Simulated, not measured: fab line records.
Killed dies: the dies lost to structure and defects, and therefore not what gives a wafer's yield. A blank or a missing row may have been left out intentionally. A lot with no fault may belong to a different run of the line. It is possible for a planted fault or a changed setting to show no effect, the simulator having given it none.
What tool caused it? -- flow nand_harc -- 36 wafers from 12 lots sampled at 5 of the route's 1302 steps

== WHAT EACH GAUGE READ, for each wafer ==
NHARC_END_SORT_01. Usual: killed_at_array 58, standard deviation 20; killed_at_other 0.9, standard deviation 1.4; killed_at_periphery 4, standard deviation 3.1; killed_dies 63, standard deviation 20; killed_open 3.3, standard deviation 1.8; killed_short 2.4, standard deviation 1.5.
lot,measured,on,killed_at_array,killed_at_other,killed_at_periphery,killed_dies,killed_open,killed_short,flag
L584,day 25 18:04,prober-02,48 57 43,7 2 3,13 7 5,68 66 51,5 4 1,1 2 1,
L589,day 26 13:55,prober-02,56 64 76,1 0 0,1 1 0,58 65 76,4 4 0,3 6 5,
L590,day 27 10:08,prober-02,34 43 36,1 2 1,0 1 1,35 46 38,4 5 5,3 7 2,
L591,day 27 10:04,prober-01,87 103 82,5 2 1,4 1 1,96 106 84,0 3 5,1 1 3,
L593,day 28 00:00,prober-01,95 81 84,0 0 0,13 4 15,108 85 99,2 5 4,0 3 3,
L596,day 29 17:19,prober-02,51 69 72,1 1 1,4 3 7,56 73 80,5 4 6,3 4 4,
L604,day 34 12:37,prober-01,45 31 40,0 0 0,5 2 9,50 33 49,4 3 7,2 1 2,

== WHICH TOOL RAN EACH LOT (tool, then ch and the chambers of the sampled wafers, then the start) ==
lot,NHARC_A_STAIRCASE_ETCH_199,NHARC_A_STAIRCASE_TRIM_200,NHARC_A_STAIRCASE_STRIP_205,NHARC_A_STAIRCASE_EXPOSE_214
L584,"rie_diel-06 ch 0,1,3, day 16 13:51 or earlier","rie_diel-06 ch 0,1,2, day 16 13:51 or earlier","plasma_asher-02 ch 0,1, day 16 13:51","krf_scanner-02 ch 0, day 16 14:59"
L586,"rie_diel-13 ch 1,2,3, day 17 00:04 or earlier","rie_diel-13 ch 0,2,3, day 17 00:04 or earlier","plasma_asher-01 ch 0,1, day 17 00:04","krf_scanner-01 ch 0, day 17 01:13"
L585,"rie_diel-13 ch 0,1,3, day 17 00:53 or earlier","rie_diel-13 ch 0,3, day 17 00:53 or earlier","plasma_asher-01 ch 0,1, day 17 00:53","krf_scanner-04 ch 0, day 17 01:55"
L588,"rie_diel-01 ch 1,2,3, day 17 12:36 or earlier","rie_diel-01 ch 1,2,3, day 17 12:36 or earlier","plasma_asher-02 ch 0,1, day 17 12:36","krf_scanner-01 ch 0, day 17 13:44"
L589,"rie_diel-01 ch 0,1,3, day 17 21:31 or earlier","rie_diel-01 ch 0,1,3, day 17 21:31 or earlier","plasma_asher-01 ch 0,1, day 17 21:31","krf_scanner-02 ch 0, day 17 22:39"
L590,"rie_diel-01 ch 1,3, day 18 11:59 or earlier","rie_diel-01 ch 0,1,3, day 18 11:59 or earlier","plasma_asher-02 ch 0,1, day 18 11:59","krf_scanner-01 ch 0, day 18 13:05"
L591,"rie_diel-06 ch 1,3, day 18 17:50 or earlier","rie_diel-06 ch 1,2, day 18 17:50 or earlier","plasma_asher-02 ch 0,1, day 18 17:50","krf_scanner-01 ch 0, day 18 18:53"
L593,"rie_diel-06 ch 0,3, day 19 10:31 or earlier","rie_diel-06 ch 1,2,3, day 19 10:31 or earlier","plasma_asher-02 ch 0, day 19 10:31","krf_scanner-01 ch 0, day 19 11:37"
L596,"rie_diel-13 ch 0,1, day 20 21:19 or earlier","rie_diel-13 ch 0,3, day 20 21:19 or earlier","plasma_asher-01 ch 0,1, day 20 21:19","krf_scanner-02 ch 0, day 20 22:15"
L597,"rie_diel-06 ch 1,2,3, day 21 04:30 or earlier","rie_diel-06 ch 0,1,2, day 21 04:30 or earlier","plasma_asher-02 ch 0,1, day 21 04:30","krf_scanner-02 ch 0, day 21 05:26"
L604,"rie_diel-01 ch 0,1,3, day 24 19:08 or earlier","rie_diel-01 ch 0,1,2, day 24 19:08 or earlier","plasma_asher-02 ch 0,1, day 24 19:08","krf_scanner-02 ch 0, day 24 20:16"
L607,"rie_diel-13 ch 0,3, day 26 00:49 or earlier","rie_diel-13 ch 0,1,2, day 26 00:49 or earlier","plasma_asher-02 ch 0,1, day 26 00:49","krf_scanner-02 ch 0, day 26 01:49"
- NHARC_A_STAIRCASE_ETCH_199: etches the open film in C4F8/O2, target depth 100 nm, time 40.5 s.
- NHARC_A_STAIRCASE_TRIM_200: chemistry O2, time 211.2 s.
- NHARC_A_STAIRCASE_STRIP_205: strips in O2.
- NHARC_A_STAIRCASE_EXPOSE_214: exposes mask STAIR 3.

== WHAT THE TOOLS THEMSELVES READ (means of the sampled wafers that have a number; where no wafer has one, the mark that the record gives instead) ==
NHARC_A_STAIRCASE_ETCH_199. Usual: oes_product_au 0.950 a.u., standard deviation 0.013; rf_vpp_V 896 V, standard deviation 6.5.
lot,tool,oes_product_au (a.u.),rf_vpp_V (V),flag
L584,rie_diel-06,0.954,893,
L586,rie_diel-13,0.939,898,
L585,rie_diel-13,0.947,899,
L588,rie_diel-01,0.935,895,
L589,rie_diel-01,0.951,894,
L590,rie_diel-01,0.935,888,
L591,rie_diel-06,0.953,889,
L593,rie_diel-06,0.947,894,
L596,rie_diel-13,0.937,896,
L597,rie_diel-06,0.950,889,
L604,rie_diel-01,0.953,900,
L607,rie_diel-13,0.958,901,

NHARC_A_STAIRCASE_TRIM_200. Usual: drypump_motor_current_A 5.8 A, standard deviation 0.44; oes_product_au 1.004 a.u., standard deviation 0.0077; rf_vpp_V 57.8 V, standard deviation 0.84; showerhead_plenum_p_Torr 3.53 Torr, standard deviation 0.17; throttle_valve_pct 17.036 %, standard deviation 0.009.
lot,tool,drypump_motor_current_A (A),oes_product_au (a.u.),rf_vpp_V (V),showerhead_plenum_p_Torr (Torr),throttle_valve_pct (%),flag
L584,rie_diel-06,5.9,1.001,58.3,3.45,17.044,
L586,rie_diel-13,6.0,1.008,59.1,3.69,17.037,
L585,rie_diel-13,6.0,1.003,57.8,3.70,17.034,
L588,rie_diel-01,6.0,1.000,57.5,3.48,17.031,
L589,rie_diel-01,5.8,1.007,57.5,3.49,17.037,
L590,rie_diel-01,5.9,1.001,57.6,3.49,17.038,
L591,rie_diel-06,5.7,1.009,57.0,3.33,17.041,
L593,rie_diel-06,5.5,1.009,58.0,3.36,17.033,
L596,rie_diel-13,6.0,0.996,58.5,3.68,17.036,
L597,rie_diel-06,5.9,1.007,57.2,3.43,17.035,
L604,rie_diel-01,5.6,1.007,58.3,3.75,17.036,
L607,rie_diel-13,5.8,1.001,58.1,3.58,17.036,

NHARC_A_STAIRCASE_STRIP_205. Usual: drypump_motor_current_A 5.9 A, standard deviation 0.33; heater_power_w 357 W, standard deviation 41.
lot,tool,drypump_motor_current_A (A),heater_power_w (W),flag
L584,plasma_asher-02,6.2,388,
L586,plasma_asher-01,5.7,315,
L585,plasma_asher-01,5.7,310,
L588,plasma_asher-02,6.2,385,
L589,plasma_asher-01,5.5,305,
L590,plasma_asher-02,6.0,371,
L591,plasma_asher-02,6.0,374,
L593,plasma_asher-02,6.3,409,
L596,plasma_asher-01,5.5,306,
L597,plasma_asher-02,6.0,376,
L604,plasma_asher-02,6.2,389,
L607,plasma_asher-02,6.0,369,

NHARC_A_STAIRCASE_EXPOSE_214. Usual: exposure_dose_mJ_cm2 31.25, standard deviation 0.031; stage_vel_mm_s 500.03 mm/s, standard deviation 0.24.
lot,tool,exposure_dose_mJ_cm2,stage_vel_mm_s (mm/s),flag
L584,krf_scanner-02,31.21,500.18,
L586,krf_scanner-01,31.25,500.01,
L585,krf_scanner-04,31.25,500.47,
L588,krf_scanner-01,31.30,499.79,
L589,krf_scanner-02,31.25,500.19,
L590,krf_scanner-01,28.56,499.90,OFF
L591,krf_scanner-01,28.57,500.18,OFF
L593,krf_scanner-01,28.57,500.01,OFF
L596,krf_scanner-02,31.25,500.16,
L597,krf_scanner-02,31.28,500.35,
L604,krf_scanner-02,31.28,500.02,
L607,krf_scanner-02,31.25,500.06,

== THE ANSWER, worked out from the rows above alone ==
Rule: a lot counts as off when the mean over its wafers that have a number is more than 3 standard deviations away from the usual mean. Also off: a lot with no number at a reading for which 4 or more lots have one. All remaining lots with rows at the step are treated as sound. After the gauges, taken in route order, come the tools' own readings; for these a lot's mean is taken, as printed above. The first step at which some lot is off is used, and at that step the reading that is off furthest; a lot without a number counts as furthest.
Off, at NHARC_A_STAIRCASE_EXPOSE_214 on exposure_dose_mJ_cm2: L590, L591, L593.
If a tool, at that step or one of the process steps before it, ran each lot that is off and ran no sound lot following the first of them, it fits. NHARC_A_STAIRCASE_ETCH_199 gives no start for some lots, so the hours and the order of its lots are those of NHARC_A_STAIRCASE_STRIP_205. NHARC_A_STAIRCASE_TRIM_200 gives no start for some lots, so the hours and the order of its lots are those of NHARC_A_STAIRCASE_STRIP_205. One fits: krf_scanner-01 at NHARC_A_STAIRCASE_EXPOSE_214. Its last sound lot is L588 (day 17 13:44), its first lot that is off L590 (day 18 13:05): a fault that began between those two fits.
On the lots that are off, the tool's own readings at NHARC_A_STAIRCASE_EXPOSE_214 differ by more than 5 times the standard deviation of the sound lots' means, which bears it out; exposure_dose_mJ_cm2 reads 28.57 there versus 31.26 on the sound lots.

== WHAT WAS PUT IN BY THE SIMULATOR ==
Process parameters drifting: krf_scanner-01 at NHARC_A_STAIRCASE_EXPOSE_214, beginning at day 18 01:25. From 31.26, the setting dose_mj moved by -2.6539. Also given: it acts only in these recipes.
Shown lots that were struck: L591, L590, L593. The rule given above showed the same thing.
